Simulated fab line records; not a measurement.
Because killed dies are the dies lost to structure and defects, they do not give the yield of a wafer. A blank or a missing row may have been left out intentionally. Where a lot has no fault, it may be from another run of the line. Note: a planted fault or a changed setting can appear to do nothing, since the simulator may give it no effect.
Matching of chambers / flow nandHarc / cmp-04 running NHARC_P_M2_CMP_23: 4 sister chambers
The step polishes, t overpolish 20 s, target thk 144.3 nm. 18 wafers are shown with their chamber, then 9 later ones without.

EACH WAFER AND ITS CHAMBER
wafer=L075.2; chamber=2; motorCurrentA (A)=15.1; timeToEndpointS (s)=35; retainingRingPressureFrac=0.998
wafer=L075.4; chamber=3; motorCurrentA (A)=12.2; timeToEndpointS (s)=28; retainingRingPressureFrac=1.002
wafer=L075.5; chamber=3; motorCurrentA (A)=12.4; timeToEndpointS (s)=28; retainingRingPressureFrac=0.992
wafer=L078.1; chamber=0; motorCurrentA (A)=11.7; timeToEndpointS (s)=34; retainingRingPressureFrac=0.996
wafer=L078.3; chamber=1; motorCurrentA (A)=12.1; timeToEndpointS (s)=34; retainingRingPressureFrac=1.004
wafer=L078.4; chamber=2; motorCurrentA (A)=13.9; timeToEndpointS (s)=34; retainingRingPressureFrac=0.997
wafer=L079.1; chamber=1; motorCurrentA (A)=12.4; timeToEndpointS (s)=35; retainingRingPressureFrac=0.990
wafer=L079.2; chamber=3; motorCurrentA (A)=13.5; timeToEndpointS (s)=25; retainingRingPressureFrac=1.012
wafer=L079.3; chamber=2; motorCurrentA (A)=14.3; timeToEndpointS (s)=40; retainingRingPressureFrac=0.995
wafer=L083.2; chamber=1; motorCurrentA (A)=12.7; timeToEndpointS (s)=30; retainingRingPressureFrac=1.001
wafer=L083.3; chamber=3; motorCurrentA (A)=13.3; timeToEndpointS (s)=27; retainingRingPressureFrac=1.001
wafer=L083.6; chamber=2; motorCurrentA (A)=14.8; timeToEndpointS (s)=32; retainingRingPressureFrac=0.999
wafer=L088.1; chamber=1; motorCurrentA (A)=11.9; timeToEndpointS (s)=29; retainingRingPressureFrac=1.007
wafer=L088.3; chamber=2; motorCurrentA (A)=14.6; timeToEndpointS (s)=32; retainingRingPressureFrac=1.001
wafer=L088.6; chamber=1; motorCurrentA (A)=12.8; timeToEndpointS (s)=30; retainingRingPressureFrac=0.996
wafer=L091.3; chamber=0; motorCurrentA (A)=11.8; timeToEndpointS (s)=29; retainingRingPressureFrac=0.998
wafer=L091.4; chamber=3; motorCurrentA (A)=12.9; timeToEndpointS (s)=24; retainingRingPressureFrac=1.007
wafer=L091.5; chamber=0; motorCurrentA (A)=11.7; timeToEndpointS (s)=30; retainingRingPressureFrac=0.996

SIGNATURES (means of the wafers above)
reading=motorCurrentA; chamber 0=11.733; chamber 1=12.380; chamber 2=14.540; chamber 3=12.860; scatter within a chamber=0.439
reading=timeToEndpointS; chamber 0=31.00; chamber 1=31.60; chamber 2=34.60; chamber 3=26.40; scatter within a chamber=2.67
reading=retainingRingPressureFrac; chamber 0=0.99667; chamber 1=0.99960; chamber 2=0.99800; chamber 3=1.00280; scatter within a chamber=0.00552
Rule: a wafer's distance from a chamber is the root of the sum, over the readings, of the square of ((its reading less the chamber's mean) divided by the reading's scatter). The wafer belongs to the nearest chamber; if the next one is less than 2 further off, it can't be placed. How the scatter is found: for the shown wafers, subtract from each reading the mean of its chamber, square and add these, divide the total by (wafers less chambers), then take the root.

WAFERS MISSING THEIR CHAMBER
wafer=L093.1; motorCurrentA (A)=11.7; timeToEndpointS (s)=34; retainingRingPressureFrac=0.999
wafer=L093.5; motorCurrentA (A)=13.0; timeToEndpointS (s)=32; retainingRingPressureFrac=0.989
wafer=L093.6; motorCurrentA (A)=11.6; timeToEndpointS (s)=30; retainingRingPressureFrac=1.007
wafer=L094.1; motorCurrentA (A)=15.4; timeToEndpointS (s)=30; retainingRingPressureFrac=1.000
wafer=L094.2; motorCurrentA (A)=13.3; timeToEndpointS (s)=26; retainingRingPressureFrac=1.002
wafer=L094.5; motorCurrentA (A)=11.6; timeToEndpointS (s)=27; retainingRingPressureFrac=0.994
wafer=L097.2; motorCurrentA (A)=12.9; timeToEndpointS (s)=32; retainingRingPressureFrac=0.990
wafer=L097.3; motorCurrentA (A)=13.8; timeToEndpointS (s)=31; retainingRingPressureFrac=1.008
wafer=L097.6; motorCurrentA (A)=11.0; timeToEndpointS (s)=29; retainingRingPressureFrac=1.005

THE CHAMBER EACH PASSED THROUGH
wafer=L093.1; from the rows above=can't be placed: 0 or 1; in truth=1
wafer=L093.5; from the rows above=can't be placed: 1 or 0 or 3 or 2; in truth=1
wafer=L093.6; from the rows above=can't be placed: 0 or 1 or 3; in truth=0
wafer=L094.1; from the rows above=2; in truth=2
wafer=L094.2; from the rows above=can't be placed: 3 or 1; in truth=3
wafer=L094.5; from the rows above=can't be placed: 0 or 1 or 3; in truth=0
wafer=L097.2; from the rows above=can't be placed: 1 or 0 or 3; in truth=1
wafer=L097.3; from the rows above=can't be placed: 2 or 3 or 1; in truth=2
wafer=L097.6; from the rows above=can't be placed: 0 or 1 or 3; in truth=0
Correctly placed: 1 of 9. From these rows, 8 cannot be placed; in 8 the true chamber is one of the candidates. Placed wrongly: 0.
